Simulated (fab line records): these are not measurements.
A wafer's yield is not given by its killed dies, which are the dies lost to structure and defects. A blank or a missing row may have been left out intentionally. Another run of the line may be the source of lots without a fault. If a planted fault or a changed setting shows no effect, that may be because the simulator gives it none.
A lot that was struck, set against a sound lot	flow nand_harc	40 out of 1302 route steps
Sound: wafers L949.1, L949.2, L949.4. Struck: wafers L952.1, L952.2, L952.6. Last of all comes the cause.
Per side, at each step with rows, come the tool, then ch with its chambers, and then its first start. Under that, the readings that differ: sound wafers	struck wafers	difference of the means	sigmas: that difference in standard deviations of wafers without a fault.
alike: same words and numbers on both sides, and readings whose means sit less than 2 such deviations apart. not compared: any withheld reading, any reading some wafer has no value for, any bound like >300 that may hide the same value, and any number with overlapping values for which the record gives no deviation.
The two part at a step that has a row with sigmas, a row that says differs or no value, or rows on one side only. Numbers that don't overlap but have no deviation are shown without sigmas and don't part them. Lack of a reading on every wafer of one side parts them only where that side has two or more wafers.

NHARC_A_M0_OVL_MEAS_10: pitch 160 nm.
  sound on overlay-02 at day 25 01:17; struck on overlay-02 at day 26 04:37
  alike: overlay_x_nm, overlay_y_nm
NHARC_A_M0_INSPECT_11:
  sound on defect_inspect-01 at day 25 01:19; struck on defect_inspect-01 at day 26 04:40
  alike: raw_defect_count
then, 2 steps without rows for these wafers: NHARC_A_M0_DESCUM_14 (chemistry O2, time 3 s); NHARC_A_M0_ETCH_34 (etches the open film in N2/H2, target depth 40 nm, overetch 12 nm, time 43.94 s).
NHARC_A_M0_ETCH_15: etches the open film in C4F8/Ar, target depth 150 nm, overetch 15 nm, time 82.5 s.
  sound: rie_diel-10 ch 0,2,3; struck: rie_diel-02 ch 1,3
  alike: oes_product_au, rf_vpp_V
  not compared: rf_hours_counter_h
NHARC_A_M0_CD_MEAS_16:
  sound on cd_sem-02 at day 25 01:41; struck on cd_sem-01 at day 26 05:01
  alike: cd_nm
then, 2 steps without rows for these wafers: NHARC_A_M0_STRIP_18 (strips in N2/H2); NHARC_A_M0_STRIP_19 (strips in post etch residue remover, time 600 s).
NHARC_A_M0_DEGAS_28: time 60 s.
  sound on pvd_sputter-03 at day 25 02:18; struck on pvd_sputter-01 at day 26 05:39
  alike: heater_power_w, susceptor_temp_C
then, 2 steps without rows for these wafers: NHARC_A_M0_PRE_CLEAN_29 (time 30 s); NHARC_A_M0_PVD_20 (deposits TaN, target thk 5 nm, time 8.06 s).
NHARC_A_M0_PVD_21: deposits Cu, target thk 30 nm, time 20.49 s.
  sound on pvd_sputter-03; struck on pvd_sputter-01
  alike: cathode_dc_power_W, throttle_valve_pct
NHARC_A_M0_ECD_22: material Cu, target thk 400 nm.
  sound on ecd_cu-01 ch 0,1, day 25 02:40; struck on ecd_cu-01 ch 0,1, day 26 05:59
then, 2 steps without rows for these wafers: NHARC_A_M0_ANNEAL_30 (time 90 s); NHARC_A_M0_CMP_23 (polishes, t overpolish 20 s, target thk 113.75 nm).
NHARC_A_M0_THK_MEAS_24: measures by xrf.
  sound on film_metro-02 at day 25 03:41; struck on film_metro-02 at day 26 07:02
  alike: thk_nm
then, 2 steps without rows for these wafers: NHARC_A_M0_SRD_25; NHARC_A_M0_PRE_CLEAN_31 (time 12 s).
NHARC_A_M0_DEP_32: deposits SiCN, target thk 30 nm.
  sound on pecvd-02 ch 0,1,2, day 25 04:02; struck on pecvd-02 ch 0,1,2, day 26 07:20
  alike: heater_power_w, susceptor_temp_C
then, 10 steps without rows for these wafers: NHARC_A_M1_DEP_00 (deposits SiOC, target thk 182.5 nm); NHARC_A_M1_DEHYDRATE_01 (time 120 s); NHARC_A_M1_HMDS_02 (time 30 s); NHARC_A_M1_COAT_34 (time 65 s); NHARC_A_M1_COAT_03 (resist thk 90 nm); NHARC_A_M1_SOFTBAKE_04 (time 55 s); NHARC_A_M1_EBR_05; NHARC_A_M1_EXPOSE_06 (exposes mask A M1, target cd 120 nm); NHARC_A_M1_PEB_07 (peb time 65 s); NHARC_A_M1_DEVELOP_08 (develop time 35 s).
NHARC_A_M1_CD_MEAS_09: the cd target is 120 nm.
  sound on cd_sem-01 ch 0, day 25 05:13; struck on cd_sem-01 ch 0, day 26 08:33
  alike: cd_nm
NHARC_A_M1_OVL_MEAS_10: pitch 240 nm.
  sound on overlay-02 at day 25 05:19; struck on overlay-02 at day 26 08:38
  alike: overlay_x_nm, overlay_y_nm
then, 2 steps without rows for these wafers: NHARC_A_M1_DESCUM_14 (chemistry O2, time 3 s); NHARC_A_M1_ETCH_35 (etches the open film in N2/H2, target depth 40 nm, overetch 12 nm, time 43.94 s).
NHARC_A_M1_ETCH_15: etches the open film in C4F8/Ar, target depth 182.5 nm, time 91.2 s.
  sound: rie_diel-09 ch 0,1,2; struck: rie_diel-12 ch 0,1,3
  alike: oes_product_au, rf_vpp_V
  not compared: rf_hours_counter_h
NHARC_A_M1_CD_MEAS_16:
  sound on cd_sem-02 at day 25 05:43; struck on cd_sem-02 at day 26 09:02
  alike: cd_nm
then, 4 steps without rows for these wafers: NHARC_A_M1_STRIP_18 (strips in N2/H2); NHARC_A_M1_ETCH_28 (etches the open film in CF4/N2, target depth 30 nm, time 72.99 s); NHARC_A_M1_STRIP_19 (strips in post etch residue remover, time 600 s); NHARC_A_M1_DEGAS_29 (time 60 s).
NHARC_END_SORT_01:
  only the struck wafers appear in the record here, on prober-01 ch 0 at day 27 22:00; the sound ones have no rows

== WHERE THEY PART ==
Within this record, at NHARC_END_SORT_01 only.

WHY: what had been put in by the simulator
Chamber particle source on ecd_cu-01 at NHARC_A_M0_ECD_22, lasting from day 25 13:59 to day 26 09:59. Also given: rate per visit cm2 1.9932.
